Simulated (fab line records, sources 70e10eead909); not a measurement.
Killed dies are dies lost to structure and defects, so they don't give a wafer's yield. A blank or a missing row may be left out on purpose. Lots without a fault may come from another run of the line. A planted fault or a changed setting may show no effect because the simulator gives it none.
Which tool did it? | flow nand_harc | 24 lots, 72 wafers sampled, at 3 steps of a route of 1302

WHAT THE GAUGES READ, wafer by wafer
NHARC_A_SLIT_CD_MEAS_21. Usual: cd_nm 289.5 nm, standard deviation 0.72.
lot  | measured     | on        | cd_nm (nm)        | flag
L075 | day 20 04:12 | cd_sem-03 | 290.1 290.5 289.7 |
L074 | day 20 08:40 | cd_sem-02 | 289.9 290.2 288.6 |
L076 | day 20 19:49 | cd_sem-02 | 290.2 290.4 288.8 |
L077 | day 20 20:50 | cd_sem-03 | 289.4 289.8 289.3 |
L079 | day 21 15:56 | cd_sem-03 | 288.6 290.9 289.3 |
L078 | day 21 17:58 | cd_sem-03 | 288.4 288.0 287.6 |
L080 | day 22 08:58 | cd_sem-01 | 289.1 289.7 289.6 |
L081 | day 22 12:49 | cd_sem-01 | 289.4 289.4 290.7 |
L082 | day 23 17:52 | cd_sem-01 | 289.9 290.5 289.1 |
L084 | day 24 02:01 | cd_sem-01 | 288.7 288.5 288.7 |
L083 | day 24 05:41 | cd_sem-01 | 289.1 288.3 289.1 |
L085 | day 24 09:31 | cd_sem-01 | 289.8 288.8 290.1 |
L086 | day 25 09:57 | cd_sem-02 | 289.4 288.7 289.2 |
L087 | day 25 20:05 | cd_sem-03 | 289.3 289.7 289.3 |
L089 | day 25 20:11 | cd_sem-03 | 290.1 289.1 289.5 |
L090 | day 26 08:13 | cd_sem-02 | 289.7 289.1 289.4 |
L088 | day 26 08:20 | cd_sem-03 | 289.4 289.4 290.2 |
L091 | day 27 06:43 | cd_sem-03 | 289.6 289.2 288.1 |
L093 | day 27 16:41 | cd_sem-01 | 289.5 289.2 289.7 |
L092 | day 27 18:10 | cd_sem-02 | 289.7 289.6 290.0 |
L094 | day 27 20:30 | cd_sem-02 | 290.0 289.8 290.4 |
L095 | day 28 20:38 | cd_sem-01 | 289.8 290.1 290.1 |
L096 | day 29 09:12 | cd_sem-01 | 288.5 288.7 289.4 |
L097 | day 29 19:35 | cd_sem-03 | 288.5 288.9 289.3 |

NHARC_A_SIN_REMOVE_INSPECT_04. Usual: raw_defect_count 398, standard deviation 100.
lot  | measured     | on                | raw_defect_count | flag
L075 | day 20 10:52 | defect_inspect-02 | 402 319 249      |
L074 | day 20 15:13 | defect_inspect-02 | 371 436 391      |
L076 | day 21 02:26 | defect_inspect-02 | 322 332 318      |
L077 | day 21 02:26 | defect_inspect-02 | 439 401 395      |
L079 | day 21 22:32 | defect_inspect-02 | 331 474 424      |
L078 | day 22 00:36 | defect_inspect-01 | 344 349 369      |
L080 | day 22 15:37 | defect_inspect-02 | 349 370 353      |
L081 | day 22 20:21 | defect_inspect-02 | 406 406 387      |
L082 | day 24 00:34 | defect_inspect-01 | 423 454 378      |
L084 | day 24 08:40 | defect_inspect-02 | 363 358 354      |
L083 | day 24 12:21 | defect_inspect-01 | 351 344 207      |
L085 | day 24 16:11 | defect_inspect-01 | 283 329 344      |
L086 | day 25 16:34 | defect_inspect-02 | 326 320 308      |
L087 | day 26 02:43 | defect_inspect-01 | 486 662 417      |
L089 | day 26 02:43 | defect_inspect-02 | 384 348 378      |
L090 | day 26 14:50 | defect_inspect-02 | 680 523 562      |
L088 | day 26 14:52 | defect_inspect-01 | 348 475 381      |
L091 | day 27 13:22 | defect_inspect-02 | 386 460 506      |
L093 | day 27 23:21 | defect_inspect-01 | 412 318 277      |
L092 | day 27 23:21 | defect_inspect-02 | 388 431 443      |
L094 | day 28 03:04 | defect_inspect-01 | 291 335 260      |
L095 | day 29 03:17 | defect_inspect-02 | 746 852 490      |
L096 | day 29 15:47 | defect_inspect-02 | 494 434 437      |
L097 | day 30 02:11 | defect_inspect-02 | 366 369 401      |

WHICH TOOL RAN EACH LOT (tool, then ch and the chambers of the sampled wafers, then the start)
lot  | NHARC_A_SLIT_ETCH_17
L075 | har_etch-02 ch 0,1, day 19 23:44
L074 | har_etch-02 ch 0,1, day 20 03:38
L076 | har_etch-01 ch 0,1, day 20 14:46
L077 | har_etch-02 ch 0,1, day 20 15:47
L079 | har_etch-01 ch 0,1, day 21 10:52
L078 | har_etch-02 ch 0,1, day 21 12:56
L080 | har_etch-01 ch 0,1, day 22 05:44
L081 | har_etch-02 ch 0,1, day 22 08:16
L082 | har_etch-01 ch 0,1, day 23 12:49
L084 | har_etch-01 ch 0,1, day 23 22:47
L083 | har_etch-02 ch 0,1, day 24 00:37
L085 | har_etch-02 ch 0,1, day 24 06:17
L086 | har_etch-02 ch 0,1, day 25 04:52
L087 | har_etch-01 ch 0,1, day 25 15:01
L089 | har_etch-02 ch 0,1, day 25 15:09
L090 | har_etch-01 ch 0,1, day 26 03:42
L088 | har_etch-02 ch 0,1, day 26 04:29
L091 | har_etch-02 ch 1, day 27 02:16
L093 | har_etch-02 ch 0,1, day 27 12:15
L092 | har_etch-01 ch 0,1, day 27 13:08
L094 | har_etch-02 ch 0,1, day 27 15:27
L095 | har_etch-02 ch 0,1, day 28 15:38
L096 | har_etch-01 ch 0,1, day 29 04:44
L097 | har_etch-02 ch 0,1, day 29 15:06
- NHARC_A_SLIT_ETCH_17: etches the open film in C4F8/O2/Ar, time 4254.5 s, target depth 20300 nm.

WHAT THE TOOLS THEMSELVES READ (means of the sampled wafers that have a number; where no wafer has one, the mark that the record gives instead)
NHARC_A_SLIT_ETCH_17. Usual: c4f8_flow_sccm 83.35 sccm, standard deviation 0.24; drypump_motor_current_A 5.5 A, standard deviation 0.61; showerhead_plenum_p_Torr 3.71 Torr, standard deviation 0.12; throttle_valve_pct 32.046 %, standard deviation 0.0086.
lot  | tool        | c4f8_flow_sccm (sccm) | drypump_motor_current_A (A) | showerhead_plenum_p_Torr (Torr) | throttle_valve_pct (%) | flag
L075 | har_etch-02 | 83.41                 | 6.0                         | 3.85                            | 32.040                 |
L074 | har_etch-02 | 83.49                 | 5.6                         | 3.77                            | 32.051                 |
L076 | har_etch-01 | 83.48                 | 5.0                         | 3.64                            | 32.042                 |
L077 | har_etch-02 | 83.22                 | 5.6                         | 3.77                            | 32.042                 |
L079 | har_etch-01 | 83.42                 | 5.2                         | 3.63                            | 32.058                 |
L078 | har_etch-02 | 83.50                 | 5.6                         | 3.76                            | 32.040                 |
L080 | har_etch-01 | 83.19                 | 5.0                         | 3.63                            | 32.046                 |
L081 | har_etch-02 | 83.14                 | 5.6                         | 3.75                            | 32.044                 |
L082 | har_etch-01 | 83.51                 | 5.2                         | 3.62                            | 32.052                 |
L084 | har_etch-01 | 83.04                 | 5.2                         | 3.62                            | 32.057                 |
L083 | har_etch-02 | 83.14                 | 5.6                         | 3.74                            | 32.040                 |
L085 | har_etch-02 | 83.37                 | 5.6                         | 3.74                            | 32.051                 |
L086 | har_etch-02 | 83.41                 | 5.6                         | 3.73                            | 32.038                 |
L087 | har_etch-01 | 83.52                 | 5.2                         | 3.61                            | 32.047                 |
L089 | har_etch-02 | 83.37                 | 5.6                         | 3.73                            | 32.041                 |
L090 | har_etch-01 | 83.46                 | 5.2                         | 3.60                            | 32.045                 |
L088 | har_etch-02 | 83.46                 | 5.6                         | 3.73                            | 32.041                 |
L091 | har_etch-02 | 83.45                 | 5.2                         | 3.65                            | 32.055                 |
L093 | har_etch-02 | 83.37                 | 6.0                         | 3.79                            | 32.044                 |
L092 | har_etch-01 | 83.46                 | 4.9                         | 3.59                            | 32.048                 |
L094 | har_etch-02 | 83.08                 | 6.0                         | 3.79                            | 32.051                 |
L095 | har_etch-02 | 83.04                 | 5.6                         | 3.71                            | 32.039                 |
L096 | har_etch-01 | 83.42                 | 4.9                         | 3.58                            | 32.052                 |
L097 | har_etch-02 | 83.40                 | 5.6                         | 3.70                            | 32.044                 |

THE ANSWER, worked out from the rows above alone
Rule: a lot is off if the mean of its wafers that have a number lies more than 3 standard deviations from the usual mean. A lot without any number at a reading at which 4 lots or more have one is off too. The other lots that the step has rows for count as sound. The gauges are gone through in route order, then the tools' own readings, and for those a lot's mean is taken as printed above. The first step at which some lot is off is used, and at that step the reading that is off furthest; a lot without a number counts as furthest.
No lot is off at any reading shown: from this, nothing can be told.

WHAT THE SIMULATOR HAD PUT IN
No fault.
